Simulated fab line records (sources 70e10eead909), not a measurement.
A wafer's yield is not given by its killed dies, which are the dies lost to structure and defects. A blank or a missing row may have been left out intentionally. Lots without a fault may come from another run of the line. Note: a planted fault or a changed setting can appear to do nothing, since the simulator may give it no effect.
What tool caused it? / flow nand_harc / 18 wafers from 6 lots sampled at 5 of the route's 1302 steps

== WHAT THE GAUGES READ, wafer by wafer ==
NHARC_END_SORT_01.
lot=L680; measured=day 25 21:07; on=prober-02; killed_at_periphery=2 7 3
lot=L683; measured=day 27 13:10; on=prober-02; killed_at_periphery=8 8 7
lot=L689; measured=day 29 19:20; on=prober-02; killed_at_periphery=3 3 0

== TOOL THAT RAN EACH LOT (tool first, then ch and the chambers of the sampled wafers, then the start) ==
lot=L678; NHARC_P_M1_PVD_21=pvd_sputter-03, day 7 12:28; NHARC_THIN_TSV_CMP_21=cmp-02 ch 2,3, day 24 12:58; NHARC_THIN_TSV_DEGAS_53=pvd_sputter-01, day 24 13:26; NHARC_THIN_TSV_PRE_CLEAN_54=pvd_sputter-01, day 24 13:31
lot=L680; NHARC_P_M1_PVD_21=pvd_sputter-02, day 8 16:10; NHARC_THIN_TSV_CMP_21=cmp-02 ch 1,3, day 25 09:41; NHARC_THIN_TSV_DEGAS_53=pvd_sputter-03, day 25 10:07; NHARC_THIN_TSV_PRE_CLEAN_54=pvd_sputter-03, day 25 10:12
lot=L683; NHARC_P_M1_PVD_21=pvd_sputter-03, day 9 14:01; NHARC_THIN_TSV_CMP_21=cmp-03 ch 0,2, day 27 01:46; NHARC_THIN_TSV_DEGAS_53=pvd_sputter-02, day 27 02:11; NHARC_THIN_TSV_PRE_CLEAN_54=pvd_sputter-02, day 27 02:16
lot=L689; NHARC_P_M1_PVD_21=pvd_sputter-02, day 12 10:12; NHARC_THIN_TSV_CMP_21=cmp-03 ch 0,2, day 29 09:40; NHARC_THIN_TSV_DEGAS_53=pvd_sputter-03, day 29 10:08; NHARC_THIN_TSV_PRE_CLEAN_54=pvd_sputter-03, day 29 10:12
lot=L696; NHARC_P_M1_PVD_21=pvd_sputter-02, day 14 23:56; NHARC_THIN_TSV_CMP_21=cmp-03 ch 1,2,3, day 32 07:04; NHARC_THIN_TSV_DEGAS_53=pvd_sputter-02, day 32 07:29; NHARC_THIN_TSV_PRE_CLEAN_54=pvd_sputter-02, day 32 07:33
lot=L698; NHARC_P_M1_PVD_21=pvd_sputter-02, day 15 21:50; NHARC_THIN_TSV_CMP_21=cmp-04 ch 0,1,2, day 33 13:52; NHARC_THIN_TSV_DEGAS_53=pvd_sputter-03, day 33 14:14; NHARC_THIN_TSV_PRE_CLEAN_54=pvd_sputter-03, day 33 14:19
- NHARC_P_M1_PVD_21: deposits Cu, target thk 30 nm, time 20.49 s.
- NHARC_THIN_TSV_CMP_21: polishes, t overpolish 30 s, target thk 2000 nm.
- NHARC_THIN_TSV_DEGAS_53: time 60 s.
- NHARC_THIN_TSV_PRE_CLEAN_54: time 30 s.

== THE ANSWER, worked out from the rows above alone ==
Rule: what is usual is taken from the lots themselves. The widest of any qualifying gaps counts: lots, ordered by their means at a reading, are off when they make up no more than a third of the lots, leave a main group of 4 or more, and stand apart from it by 3 or more times the standard deviation of that group's means. If all means in a main group match to the digits the tables above print for the reading, that group is not used. A lot without any number at a reading at which 4 lots or more have one is off too. All remaining lots with rows at the step are treated as sound.
Nothing can be told from this: no lot is off at any reading shown.

== WHAT WAS PUT IN BY THE SIMULATOR ==
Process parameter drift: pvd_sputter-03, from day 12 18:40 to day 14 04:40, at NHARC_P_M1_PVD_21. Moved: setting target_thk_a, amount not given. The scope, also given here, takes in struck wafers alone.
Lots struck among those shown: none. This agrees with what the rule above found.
